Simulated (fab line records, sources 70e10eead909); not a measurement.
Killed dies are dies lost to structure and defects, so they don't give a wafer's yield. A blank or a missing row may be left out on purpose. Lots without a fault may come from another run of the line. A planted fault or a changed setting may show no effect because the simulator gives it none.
fab line records | flow nand_harc
record lots=6 wafers=18 last_day=25
route steps=1159 shown A_CONTACT@853 END@1159
lots that met no fault: from a run of the same line without faults
start_h: hours from the record's first day to the start of the lot's first wafer shown | wait_h: hours since the lot's step before | " the same as in the row above | L1.1+2: a row that stands for several wafers | - no value, or no start given | * or withheld: withheld | < > ~ a bound
route shown NAME@n: a module of which the file shows steps, and the number in the route of the first | usual: mean/standard deviation of fault-free wafers | same: alike in all rows | chamber/n: place in a boat | sites: the reading at each site | _std_site: their standard deviation | _edge_site: outer sites' mean less inner sites' | radius_mm: how far each site lies from the wafer's centre | mask NAME#n: copy n | behind: the tool/chamber that last shaped the wafer | hold: why the lot was held/for how many hours/how that ended | device: the transistor (n, p or np) that didn't switch | end of line: the same wafers' tests at the end of the route | a step without rows: its recipe alone | killed: dies lost to structure and defects at the first sort, not the wafer's yield | map: a wafer's dies, x killed, . not, _ none there
set.NAME: the setting as run; set.NAME@STEP: as run at that earlier step | model.NAME: the simulator's own value behind a step, which no gauge read
lots at some steps of the route; a table a step, a row a wafer
services: from which hour (start_h, from the record's first day; less than 0 if before it) a tool's chamber was out of use, for how many hours, and why
## steps
# step NHARC_A_CONTACT_DEVELOP_41
# recipe develop_time_s=35 dev_temp_c=23
# step NHARC_A_CONTACT_CD_MEAS_42
# recipe target_cd_nm=200 landing_energy_ev=500
# usual cd_nm=200.1/0.69
# same landing_energy_ev=500
# columns lot.wafer tool chamber start_h wait_h cd_nm
L993.2 cd_sem-03 0 406.04 - 199.9
L993.4 " 0 " " 199.5
L993.5 " 0 " " 200.8
L997.1 cd_sem-01 0 443.06 - 201.4
L997.5 " 0 " " 200.4
L997.6 " 0 " " 201.2
L999.2 cd_sem-02 0 443.22 - 199.9
L999.3 " 0 " " 199.8
L999.4 " 0 " " 200.2
L105.2 cd_sem-03 0 468.13 - 199.6
L105.4 " 0 " " 201.4
L105.6 " 0 " " 199.9
L109.2 cd_sem-03 0 515.59 - 200.8
L109.3 " 0 " " 200.6
L109.5 " 0 " " 199.7
L111.1 cd_sem-02 0 516.44 - 201.2
L111.3 " 0 " " 201.0
L111.6 " 0 " " 201.0
# step NHARC_A_CONTACT_OVL_MEAS_43
# usual overlay_x_nm=0.1/0.91 overlay_y_nm=-0.4/0.79
# columns lot.wafer tool chamber start_h wait_h overlay_x_nm overlay_y_nm
L993.2 overlay-01 - 406.15 - 0.1 -0.9
L993.4 " - " " 0.3 -1.1
L993.5 " - " " 0.2 -1.3
L997.1 overlay-01 - 443.15 - 1.6 -0.5
L997.5 " - " " 1.5 -1.0
L997.6 " - " " 1.4 -1.4
L999.2 overlay-02 - 443.30 - 0.5 -0.9
L999.3 " - " " 0.7 -0.8
L999.4 " - " " 0.1 -0.7
L105.2 overlay-02 - 468.21 - -0.8 -0.4
L105.4 " - " " -0.5 -0.9
L105.6 " - " " -0.8 -1.0
L109.2 overlay-01 - 515.68 - 1.5 -0.4
L109.3 " - " " 1.5 -0.7
L109.5 " - " " 1.7 -0.3
L111.1 overlay-02 - 516.53 - -0.6 -0.1
L111.3 " - " " -1.5 -0.8
L111.6 " - " " -1.0 -0.2
# step NHARC_A_CONTACT_INSPECT_44
# usual raw_defect_count=25/12
# columns lot.wafer tool chamber start_h wait_h raw_defect_count
L993.2 defect_inspect-01 - 406.20 0.1 40
L993.4 " - " " 37
L993.5 " - " " 31
L997.1 defect_inspect-01 - 443.19 0.0 28
L997.5 " - " " 32
L997.6 " - " " 23
L999.2 defect_inspect-01 - 443.34 0.0 19
L999.3 " - " " 19
L999.4 " - " " 25
L105.2 defect_inspect-01 - 468.25 0.0 53
L105.4 " - " " 49
L105.6 " - " " 53
L109.2 defect_inspect-01 - 515.71 0.0 16
L109.3 " - " " 17
L109.5 " - " " 16
L111.1 defect_inspect-01 - 516.56 0.0 9
L111.3 " - " " 9
L111.6 " - " " 10
# step NHARC_A_CONTACT_DESCUM_47
# recipe time_s=3 o2_flow_sccm=200 ar_flow_sccm=0 bias_power_w=0 chemistry=O2
# usual drypump_motor_current_A=5.8/0.31 oes_product_au=0.997/0.014 rf_vpp_V=57.7/0.92 showerhead_plenum_p_Torr=1.93/0.11 throttle_valve_pct=11.311/0.0094
# same time_s=3
# columns lot.wafer tool chamber start_h wait_h drypump_motor_current_A oes_product_au rf_hours_counter_h rf_vpp_V showerhead_plenum_p_Torr throttle_valve_pct
L993.4 rie_diel-06 3 406.26 0.1 6.1 0.992 33 55.6 1.77 11.310
L993.2 " 0 " " 5.4 0.990 24 57.4 1.82 11.303
L993.5 " 3 " " 6.1 1.013 - 57.7 1.77 11.320
L997.1 rie_diel-06 2 443.26 0.1 5.6 1.006 2 58.0 2.01 11.327
L997.5 " 1 " " 5.8 0.989 - 57.2 1.91 11.308
L997.6 " 2 " " 5.6 1.004 - 57.8 2.01 11.301
L999.3 rie_diel-06 0 443.41 0.1 5.4 0.988 2 57.5 1.82 11.303
L999.4 " 1 " " 5.8 0.998 2 56.6 1.90 11.311
L999.2 " 2 " " 5.6 1.007 2 59.1 2.01 11.295
L105.2 rie_diel-06 2 468.36 0.1 5.6 1.007 5 59.0 2.01 11.312
L105.4 " 0 " " 5.4 1.001 7 58.1 1.82 11.310
L105.6 " 3 " " 6.0 0.977 - 58.2 2.07 11.303
L109.3 rie_diel-13 0 515.77 0.1 5.9 0.972 20 56.9 1.88 11.308
L109.2 " 2 " " 5.2 0.994 23 58.2 2.03 11.326
L109.5 " 0 " " 5.9 0.981 - 57.1 1.88 11.321
L111.3 rie_diel-03 3 516.67 0.1 6.2 0.981 44 57.6 1.96 11.306
L111.1 " 1 " " 6.4 0.989 45 58.0 1.83 11.297
L111.6 " 3 " " 6.2 0.982 - 57.3 1.96 11.294
# step NHARC_A_CONTACT_ETCH_48
# recipe target_depth_a=390 over_etch_frac=0.3 time_s=65 ion_energy_ev=80 cf4_flow_sccm=150 ar_flow_sccm=0 rf_w=300 bias_w=100 chemistry=CF4
# usual bias_w=100.0/0.33 cf4_flow_sccm=150.0/0.42 drypump_motor_current_A=5.8/0.3 oes_product_au=0.997/0.013 rf_vpp_V=151.2/1.4 showerhead_plenum_p_Torr=1.77/0.089 throttle_valve_pct=13.284/0.0089
# same time_s=65
# columns lot.wafer tool chamber start_h wait_h bias_w cf4_flow_sccm drypump_motor_current_A oes_product_au rf_hours_counter_h rf_vpp_V showerhead_plenum_p_Torr throttle_valve_pct
L993.2 rie_diel-06 0 406.35 0.1 100.1 150.2 5.4 1.001 24 149.7 1.69 13.290
L993.4 " 2 " " 100.3 150.4 5.6 1.008 33 153.1 1.85 13.276
L993.5 " 0 " " 100.0 150.2 5.4 0.997 - 150.2 1.69 13.280
L997.1 rie_diel-06 2 443.35 0.1 99.8 149.8 5.6 1.000 2 151.1 1.85 13.293
L997.5 " 3 " " 99.8 149.7 6.0 0.979 - 152.3 1.91 13.284
L997.6 " 0 " " 100.0 150.1 5.4 0.993 - 149.5 1.69 13.287
L999.2 rie_diel-06 1 443.66 0.2 100.2 149.6 5.8 1.004 2 150.2 1.76 13.274
L999.4 " 3 " " 99.6 149.4 6.1 0.976 2 153.5 1.91 13.287
L999.3 " 0 " " 100.0 149.9 5.4 0.990 2 150.3 1.69 13.269
L105.4 rie_diel-06 1 468.54 0.1 100.1 150.2 5.8 1.012 6 149.6 1.76 13.292
L105.2 " 2 " " 100.0 149.6 5.6 1.013 5 151.2 1.85 13.288
L105.6 " 0 " " 100.0 150.2 5.4 0.987 - 149.9 1.69 13.289
L109.3 rie_diel-13 2 515.87 0.1 99.7 150.1 5.2 0.990 23 154.1 1.87 13.299
L109.2 " 3 " " 100.1 149.6 6.0 1.011 22 153.0 1.90 13.297
L109.5 " 0 " " 99.9 150.3 5.9 0.988 - 150.7 1.74 13.282
L111.3 rie_diel-03 2 516.77 0.1 100.4 150.1 5.9 0.996 45 152.4 1.90 13.291
L111.1 " 3 " " 99.8 150.9 6.1 0.971 44 152.7 1.81 13.285
L111.6 " 1 " " 100.2 150.4 6.4 0.992 - 149.8 1.70 13.289
# step NHARC_A_CONTACT_ETCH_49
# recipe target_depth_a=2600 over_etch_frac=0.3 time_s=475.3 ion_energy_ev=200 n2_flow_sccm=150 h2_flow_sccm=150 ar_flow_sccm=0 rf_w=400 bias_w=150 chemistry=N2/H2
# usual bias_w=150.0/0.37 chamber_pressure_mTorr=30.001/0.026 drypump_motor_current_A=5.8/0.32 oes_product_au=0.996/0.013 rf_vpp_V=430/3.2 showerhead_plenum_p_Torr=2.04/0.11 throttle_valve_pct=14.170/0.0091
# same time_s=475.3
# columns lot.wafer tool chamber start_h wait_h bias_w chamber_pressure_mTorr drypump_motor_current_A oes_product_au rf_hours_counter_h rf_vpp_V showerhead_plenum_p_Torr throttle_valve_pct
L993.4 rie_diel-06 0 - - 150.0 30.006 5.4 0.993 24 427 1.94 14.167
L993.2 " 2 " " 150.5 29.994 5.6 1.010 33 433 2.14 14.162
L993.5 " 1 " " 149.6 30.051 5.8 1.008 - 430 2.03 14.179
L997.1 rie_diel-06 2 - - 150.3 30.010 5.6 1.013 2 434 2.14 14.186
L997.6 " 3 " " 149.5 29.990 6.1 0.975 - 434 2.22 14.172
L997.5 " 0 " " 149.6 29.990 5.4 1.004 - 429 1.94 14.167
L999.2 rie_diel-06 3 - - 149.7 29.976 6.0 0.979 2 433 2.22 14.163
L999.3 " 0 " " 150.9 30.055 5.4 0.999 2 428 1.94 14.172
L999.4 " 1 " " 149.9 30.007 5.8 1.002 2 431 2.03 14.180
L105.2 rie_diel-06 0 - - 150.0 29.963 5.4 1.002 7 428 1.94 14.182
L105.4 " 2 " " 150.7 29.987 5.6 1.007 5 432 2.14 14.172
L105.6 " 0 " " 149.8 30.036 5.4 0.998 - 428 1.94 14.167
L109.2 rie_diel-13 2 - - 149.9 30.030 5.2 0.989 23 435 2.17 14.172
L109.3 " 0 " " 150.3 30.009 5.9 0.977 20 430 2.00 14.170
L109.5 " 2 " " 150.3 29.979 5.2 0.989 - 433 2.17 14.159
L111.1 rie_diel-03 0 - - 150.2 29.988 6.1 0.988 45 428 1.94 14.182
L111.3 " 1 " " 149.7 30.005 6.4 0.994 46 428 1.95 14.164
L111.6 " 3 " " 150.1 30.009 6.2 0.983 - 433 2.10 14.176
# step NHARC_A_CONTACT_ETCH_50
# recipe target_depth_a=847 time_s=42.4 cf4_flow_sccm=100 chf3_flow_sccm=30 ar_flow_sccm=0 rf_w=500 bias_w=200 chemistry=CF4/CHF3
# step NHARC_A_CONTACT_ETCH_51
# recipe target_depth_a=36000 over_etch_frac=0.3 time_s=936 ion_energy_ev=150 o2_flow_sccm=400 cos_flow_sccm=20 ar_flow_sccm=0 rf_w=500 bias_w=300 chemistry=O2/COS
# step NHARC_A_CONTACT_ETCH_111
# recipe source_w=withheld pressure_mtorr=20 bias_v=withheld time_s=140 target_depth_a=7000 ar_flow_sccm=withheld c4f8_flow_sccm=withheld o2_flow_sccm=withheld chemistry=C4F8/O2/Ar
# usual chamber_pressure_mTorr=20.002/0.018 oes_air_line_au=0.998/0.022
# same time_s=140
# columns lot.wafer tool chamber start_h wait_h chamber_pressure_mTorr oes_air_line_au rf_hours_counter_h
L993.2 har_cap_etch-01 1 407.51 - 20.005 1.006 62
L993.4 " 0 " " 19.982 0.992 -
L993.5 " 0 " " 19.982 1.001 -
L997.1 har_cap_etch-02 1 444.69 - 19.996 1.025 17
L997.6 " 1 " " 19.995 0.992 -
L997.5 " 0 " " 20.029 0.975 -
L999.2 har_cap_etch-03 1 445.20 - 19.991 0.964 90
L999.4 " 0 " " 19.999 0.965 -
L999.3 " 1 " " 20.006 0.983 -
L105.2 har_cap_etch-02 0 469.76 - 20.008 1.005 20
L105.4 " 1 " " 20.017 1.020 -
L105.6 " 1 " " 19.992 0.990 -
L109.2 har_cap_etch-01 1 517.03 - 20.011 0.998 81
L109.3 " 0 " " 19.994 1.010 -
L109.5 " 0 " " 19.995 0.968 -
L111.1 har_cap_etch-03 0 517.99 - 19.986 1.002 102
L111.3 " 1 " " 20.003 1.003 -
L111.6 " 1 " " 20.013 1.017 -
# step NHARC_A_CONTACT_ETCH_112
# recipe source_w=withheld pressure_mtorr=20 bias_v=3000 time_s=94 target_depth_a=9220 ar_flow_sccm=withheld c4f8_flow_sccm=withheld o2_flow_sccm=withheld chemistry=C4F8/O2/Ar
# usual chamber_pressure_mTorr=20.000/0.02 oes_air_line_au=1.003/0.02
# same time_s=94
# columns lot.wafer tool chamber start_h wait_h chamber_pressure_mTorr oes_air_line_au rf_hours_counter_h
L993.2 har_cap_etch-01 1 407.72 0.2 20.020 1.011 62
L993.4 " 0 " " 20.001 0.999 -
L993.5 " 0 " " 20.000 1.020 -
L997.1 har_cap_etch-02 1 444.89 0.2 19.990 0.996 17
L997.6 " 1 " " 20.003 0.975 -
L997.5 " 0 " " 19.981 0.987 -
L999.2 har_cap_etch-03 1 445.38 0.1 20.016 1.018 90
L999.4 " 0 " " 20.020 0.995 -
L999.3 " 1 " " 19.992 1.019 -
L105.2 har_cap_etch-02 0 469.95 0.2 19.988 1.020 21
L105.4 " 1 " " 19.993 1.002 -
L105.6 " 1 " " 19.989 0.983 -
L109.2 har_cap_etch-01 1 517.23 0.2 20.009 1.001 81
L109.3 " 0 " " 19.999 0.980 -
L109.5 " 0 " " 20.017 0.995 -
L111.1 har_cap_etch-03 0 518.27 0.2 20.045 0.968 102
L111.3 " 1 " " 20.016 1.013 -
L111.6 " 1 " " 19.952 1.004 -
# step NHARC_A_CONTACT_ETCH_113
# recipe source_w=withheld pressure_mtorr=20 bias_v=3000 time_s=94 target_depth_a=9220 ar_flow_sccm=withheld c4f8_flow_sccm=withheld o2_flow_sccm=withheld chemistry=C4F8/O2/Ar
# step NHARC_A_CONTACT_ETCH_114
# recipe source_w=withheld pressure_mtorr=20 bias_v=3000 time_s=94 target_depth_a=9220 ar_flow_sccm=withheld c4f8_flow_sccm=withheld o2_flow_sccm=withheld chemistry=C4F8/O2/Ar
# usual chamber_pressure_mTorr=20.000/0.018 oes_air_line_au=1.003/0.019 time_s=94/0
# columns lot.wafer tool chamber start_h wait_h chamber_pressure_mTorr oes_air_line_au rf_hours_counter_h time_s
L993.2 har_cap_etch-01 1 407.90 0.1 20.002 0.975 63 94
L993.4 " 0 " " 19.997 1.014 - 94
L993.5 " 0 " " 19.975 1.009 - 94
L997.1 har_cap_etch-02 1 445.07 0.1 - - - -
L997.6 " 1 " " - - - -
L997.5 " 0 " " - - - -
L999.2 har_cap_etch-03 1 445.56 0.1 - - - -
L999.4 " 0 " " - - - -
L999.3 " 1 " " - - - -
L105.2 har_cap_etch-02 0 470.13 0.1 19.994 1.001 21 94
L105.4 " 1 " " 20.004 0.995 - 94
L105.6 " 1 " " 19.988 1.011 - 94
L109.2 har_cap_etch-01 1 517.41 0.1 19.991 0.997 81 94
L109.3 " 0 " " 19.988 1.000 - 94
L109.5 " 0 " " 19.989 0.995 - 94
L111.1 har_cap_etch-03 0 518.51 0.1 19.993 1.006 102 94
L111.3 " 1 " " 20.006 0.963 - 94
L111.6 " 1 " " 19.978 0.993 - 94
# step NHARC_A_CONTACT_ETCH_115
# recipe source_w=withheld pressure_mtorr=20 bias_v=3000 time_s=94 target_depth_a=9220 ar_flow_sccm=withheld c4f8_flow_sccm=withheld o2_flow_sccm=withheld chemistry=C4F8/O2/Ar
# step NHARC_END_SORT_01
# recipe temp_c=25
# usual killed_at_array=24/8.7 killed_at_other=0.8/1.2 killed_at_periphery=3.6/2.3 killed_dies=28/8.9 killed_open=3.2/1.9 killed_short=2.0/1.6
# same gross_dies=677
# columns lot.wafer tool chamber start_h wait_h killed_at_array killed_at_other killed_at_periphery killed_dies killed_open killed_short
L997.1 prober-02 0 518.16 2.5 672 3 2 677 5 1
L997.5 prober-02 0 521.40 3.7 671 2 4 677 3 1
L997.6 prober-02 0 522.21 4.1 675 0 2 677 0 1
L999.2 prober-01 0 526.83 2.8 674 0 3 677 6 3
L999.3 prober-01 0 527.62 3.1 674 0 3 677 7 0
L999.4 prober-01 0 528.41 3.4 674 0 3 677 0 4
# killed by level:class
L997.1 A_CONTACT:area_etch=645 A_SLIT:chamber_film_flake=12 A_CHANNEL_HOLE_D1:chamber_film_flake=4 A_WL_FILL:chamber_film_flake=3 THIN_TSV:chamber_film_flake=3 A_CHANNEL_HOLE_D1:geometric_particle:open=2 A_BLC:geometric_particle:open=2 A_CONTACT:geometric_particle:open=1
L997.5 A_CONTACT:area_etch=645 A_SLIT:chamber_film_flake=13 A_CHANNEL_HOLE_D1:chamber_film_flake=6 A_CONTACT:geometric_particle:open=2 P_STI:chamber_film_flake=2 A_WL_FILL:chamber_film_flake=2 A_CONTACT:chamber_film_flake=2 THIN_TSV:chamber_film_flake=2
L997.6 A_CONTACT:area_etch=662 A_SLIT:chamber_film_flake=7 A_CONTACT:chamber_film_flake=3 A_BLC:geometric_particle:short=1 P_ZERO_WELL:chamber_film_flake=1 P_GATE:chamber_film_flake=1 A_SGD_CUT:chamber_film_flake=1 A_WL_FILL:chamber_film_flake=1
L999.2 A_CONTACT:area_etch=648 A_CHANNEL_HOLE_D1:chamber_film_flake=8 A_STAIRCASE:chamber_film_flake=7 A_CONTACT:chamber_film_flake=4 A_CHANNEL_FILL_D1:geometric_particle:open=2 P_GATE:geometric_particle:short=1 P_M0:geometric_particle:open=1 A_ONON_D1:geometric_particle:short=1
L999.3 A_CONTACT:area_etch=646 A_CHANNEL_HOLE_D1:chamber_film_flake=12 A_CONTACT:chamber_film_flake=7 A_CONTACT:geometric_particle:open=2 A_M0:geometric_particle:open=2 A_STAIRCASE:chamber_film_flake=2 P_GATE:geometric_particle:open=1 A_SGD_CUT:geometric_particle:open=1
L999.4 A_CONTACT:area_etch=649 A_CHANNEL_HOLE_D1:chamber_film_flake=9 A_STAIRCASE:chamber_film_flake=8 A_CONTACT:chamber_film_flake=4 A_CHANNEL_FILL_D1:geometric_particle:short=2 P_BONDPAD:chamber_film_flake=2 P_STI:geometric_particle:short=1 A_ONON_D1:geometric_particle:short=1
# map L997.1 (x killed, . not)
____________x____________
_________xxxxxxx_________
_______xxxxxxxxxxx_______
______xxxxxxxxxxxxx______
_____xxxxxxxxxxxxxxx_____
____xxxxxxxxxxxxxxxxx____
____xxxxxxxxxxxxxxxxx____
___xxxxxxxxxxxxxxxxxxx___
___xxxxxxxxxxxxxxxxxxx___
__xxxxxxxxxxxxxxxxxxxxx__
__xxxxxxxxxxxxxxxxxxxxx__
_xxxxxxxxxxxxxxxxxxxxxxx_
_xxxxxxxxxxxxxxxxxxxxxxx_
_xxxxxxxxxxxxxxxxxxxxxxx_
_xxxxxxxxxxxxxxxxxxxxxxx_
_xxxxxxxxxxxxxxxxxxxxxxx_
xxxxxxxxxxxxxxxxxxxxxxxxx
xxxxxxxxxxxxxxxxxxxxxxxxx
xxxxxxxxxxxxxxxxxxxxxxxxx
xxxxxxxxxxxxxxxxxxxxxxxxx
xxxxxxxxxxxxxxxxxxxxxxxxx
_xxxxxxxxxxxxxxxxxxxxxxx_
_xxxxxxxxxxxxxxxxxxxxxxx_
_xxxxxxxxxxxxxxxxxxxxxxx_
_xxxxxxxxxxxxxxxxxxxxxxx_
_xxxxxxxxxxxxxxxxxxxxxxx_
__xxxxxxxxxxxxxxxxxxxxx__
__xxxxxxxxxxxxxxxxxxxxx__
___xxxxxxxxxxxxxxxxxxx___
___xxxxxxxxxxxxxxxxxxx___
____xxxxxxxxxxxxxxxxx____
____xxxxxxxxxxxxxxxxx____
_____xxxxxxxxxxxxxxx_____
______xxxxxxxxxxxxx______
_______xxxxxxxxxxx_______
_________xxxxxxx_________
____________x____________
# map L999.2 (x killed, . not)
____________x____________
_________xxxxxxx_________
_______xxxxxxxxxxx_______
______xxxxxxxxxxxxx______
_____xxxxxxxxxxxxxxx_____
____xxxxxxxxxxxxxxxxx____
____xxxxxxxxxxxxxxxxx____
___xxxxxxxxxxxxxxxxxxx___
___xxxxxxxxxxxxxxxxxxx___
__xxxxxxxxxxxxxxxxxxxxx__
__xxxxxxxxxxxxxxxxxxxxx__
_xxxxxxxxxxxxxxxxxxxxxxx_
_xxxxxxxxxxxxxxxxxxxxxxx_
_xxxxxxxxxxxxxxxxxxxxxxx_
_xxxxxxxxxxxxxxxxxxxxxxx_
_xxxxxxxxxxxxxxxxxxxxxxx_
xxxxxxxxxxxxxxxxxxxxxxxxx
xxxxxxxxxxxxxxxxxxxxxxxxx
xxxxxxxxxxxxxxxxxxxxxxxxx
xxxxxxxxxxxxxxxxxxxxxxxxx
xxxxxxxxxxxxxxxxxxxxxxxxx
_xxxxxxxxxxxxxxxxxxxxxxx_
_xxxxxxxxxxxxxxxxxxxxxxx_
_xxxxxxxxxxxxxxxxxxxxxxx_
_xxxxxxxxxxxxxxxxxxxxxxx_
_xxxxxxxxxxxxxxxxxxxxxxx_
__xxxxxxxxxxxxxxxxxxxxx__
__xxxxxxxxxxxxxxxxxxxxx__
___xxxxxxxxxxxxxxxxxxx___
___xxxxxxxxxxxxxxxxxxx___
____xxxxxxxxxxxxxxxxx____
____xxxxxxxxxxxxxxxxx____
_____xxxxxxxxxxxxxxx_____
______xxxxxxxxxxxxx______
_______xxxxxxxxxxx_______
_________xxxxxxx_________
____________x____________
## services
# columns tool chamber start_h hours kind
rie_diel-03 - 392.36 9.0 pm
rie_diel-06 0 397.46 - clean
rie_diel-06 1 397.46 - clean
rie_diel-06 2 397.46 - clean
rie_diel-06 3 397.46 - clean
rie_diel-06 - 418.20 9.0 pm
rie_diel-06 0 418.20 9.0 vent_cycle
rie_diel-06 1 418.20 9.3 vent_cycle
rie_diel-06 2 418.20 9.0 vent_cycle
rie_diel-06 3 418.20 9.0 vent_cycle
rie_diel-06 0 427.20 - clean
rie_diel-06 2 427.20 - clean
rie_diel-06 3 427.20 - clean
rie_diel-06 3 427.20 - consumable_replace:showerhead
rie_diel-06 0 451.86 - clean
rie_diel-06 1 451.86 - clean
rie_diel-06 2 451.86 - clean
rie_diel-06 3 451.86 - clean
rie_diel-13 - 453.37 9.0 pm
rie_diel-13 - 470.70 1.6 repair
rie_diel-06 0 476.56 - clean
rie_diel-06 1 476.56 - clean
rie_diel-06 2 476.56 - clean
rie_diel-06 2 492.00 16.2 repair
## key
first_sign step=NHARC_A_CONTACT_ETCH_114 reading=tool_record direction=missing
effect step=NHARC_END_SORT_01 reading=killed_at_array direction=up sigmas=74 usual=24 struck=673
more_kills_born_at NHARC_A_CONTACT_ETCH_114@har_cap_etch-02=1952 NHARC_A_CONTACT_ETCH_114@har_cap_etch-03=1943
met_at NHARC_A_CONTACT_ETCH_114
struck_wafers L997.1,L997.5,L997.6,L999.2,L999.3,L999.4
later_rows_left_out L997.1,L997.5,L997.6,L999.2,L999.3,L999.4
tester_left_out L997,L999
fault kind=skipped_step_whole tool=har_cap_etch-02,har_cap_etch-03 chamber=- onset_h=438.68 steps=NHARC_A_CONTACT_ETCH_114 scope=struck_lots_only
# tester_left_out: of these lots the tester's yield and bins aren't shown, on N5 and GAA mostly nor the transistor test; their killed dies are dies lost to structure and defects alone, not to doping, threshold or leakage, so they don't give the yield
# later_rows_left_out: the simulator's readings of these wafers behind a module that went badly wrong aren't trusted and aren't shown, but for the sort
